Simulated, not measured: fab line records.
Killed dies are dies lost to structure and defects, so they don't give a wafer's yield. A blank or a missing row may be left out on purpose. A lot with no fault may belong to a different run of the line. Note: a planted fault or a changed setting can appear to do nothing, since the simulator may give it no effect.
Chamber matching | flow n5-finfet | rie-diel-03 running N5_DUMMY_REMOVAL_HM_STRIP_01: 4 sister chambers
The step strips SiNx in CH3F/O2, stops on poly-Si, target depth 4 nm, time 6.8 s. 22 wafers are shown with their chamber, then 11 later ones without.

== WAFERS PAIRED WITH THEIR CHAMBERS ==
wafer  | chamber | showerhead-plenum-p-Torr (Torr) | drypump-motor-current-A (A) | oes-product-au (a.u.)
L074.1 | 1       | 2.10                            | 6.1                         | 0.62
L074.3 | 0       | 1.94                            | 6.2                         | 0.67
L074.6 | 3       | 2.05                            | 6.3                         | 0.79
L077.3 | 3       | 2.04                            | 6.3                         | 0.78
L077.4 | 1       | 2.10                            | 6.1                         | 0.63
L077.6 | 0       | 1.94                            | 6.2                         | 0.67
L081.4 | 2       | 2.01                            | 5.4                         | 0.62
L081.5 | 0       | 1.93                            | 6.2                         | 0.65
L081.6 | 1       | 2.09                            | 6.1                         | 0.62
L085.2 | 2       | 2.01                            | 5.4                         | 0.62
L085.3 | 0       | 1.93                            | 6.2                         | 0.65
L085.4 | 3       | 2.04                            | 6.2                         | 0.75
L086.2 | 0       | 1.93                            | 6.1                         | 0.66
L086.3 | 2       | 2.01                            | 5.5                         | 0.61
L086.5 | 2       | 2.01                            | 5.5                         | 0.62
L087.2 | 1       | 2.09                            | 6.1                         | 0.62
L087.3 | 0       | 1.93                            | 6.2                         | 0.66
L087.6 | 2       | 2.01                            | 5.4                         | 0.61
L090.2 | 2       | 2.00                            | 5.5                         | 0.62
L090.5 | 3       | 2.04                            | 6.2                         | 0.73
L090.6 | 0       | 1.93                            | 6.1                         | 0.65
L091.2 | 2       | 2.00                            | 5.4                         | 0.60

SIGNATURES (means of the wafers above)
reading                  | chamber 0 | chamber 1 | chamber 2 | chamber 3 | scatter within a chamber
showerhead-plenum-p-Torr | 1.9329    | 2.0950    | 2.0071    | 2.0425    | 0.00506
drypump-motor-current-A  | 6.171     | 6.100     | 5.443     | 6.250     | 0.048
oes-product-au           | 0.6586    | 0.6225    | 0.6143    | 0.7625    | 0.0133
Rule: for a wafer and a chamber, the distance is found by dividing, reading by reading, the gap between the wafer's reading and the chamber's mean by the reading's scatter, squaring, summing and taking the root. The wafer belongs to the nearest chamber; if the next one is less than 2 further off, it can't be placed. The scatter: take each reading less its chamber's mean, square it, sum over the shown wafers, divide by the number of wafers less the number of chambers, and take the root.

== WAFERS MISSING THEIR CHAMBER ==
wafer  | showerhead-plenum-p-Torr (Torr) | drypump-motor-current-A (A) | oes-product-au (a.u.)
L091.5 | 1.93                            | 6.2                         | 0.64
L091.6 | 2.09                            | 6.1                         | 0.61
L092.1 | 2.04                            | 6.2                         | 0.72
L092.4 | 2.00                            | 5.4                         | 0.61
L092.6 | 2.09                            | 6.1                         | 0.61
L094.1 | 1.93                            | 6.2                         | 0.64
L094.2 | 2.03                            | 6.3                         | 0.72
L094.6 | 1.93                            | 6.2                         | 0.64
L097.1 | 2.08                            | 6.2                         | 0.61
L097.2 | 2.00                            | 5.4                         | 0.60
L097.5 | 2.00                            | 5.5                         | 0.60

== CHAMBER TAKEN BY EACH ==
wafer  | from the rows above | in truth
L091.5 | 0                   | 0
L091.6 | 1                   | 1
L092.1 | 3                   | 3
L092.4 | 2                   | 2
L092.6 | 1                   | 1
L094.1 | 0                   | 0
L094.2 | 3                   | 3
L094.6 | 0                   | 0
L097.1 | 1                   | 1
L097.2 | 2                   | 2
L097.5 | 2                   | 2
Correctly placed: 11 of 11. From these rows, 0 cannot be placed. Placed wrongly: 0.
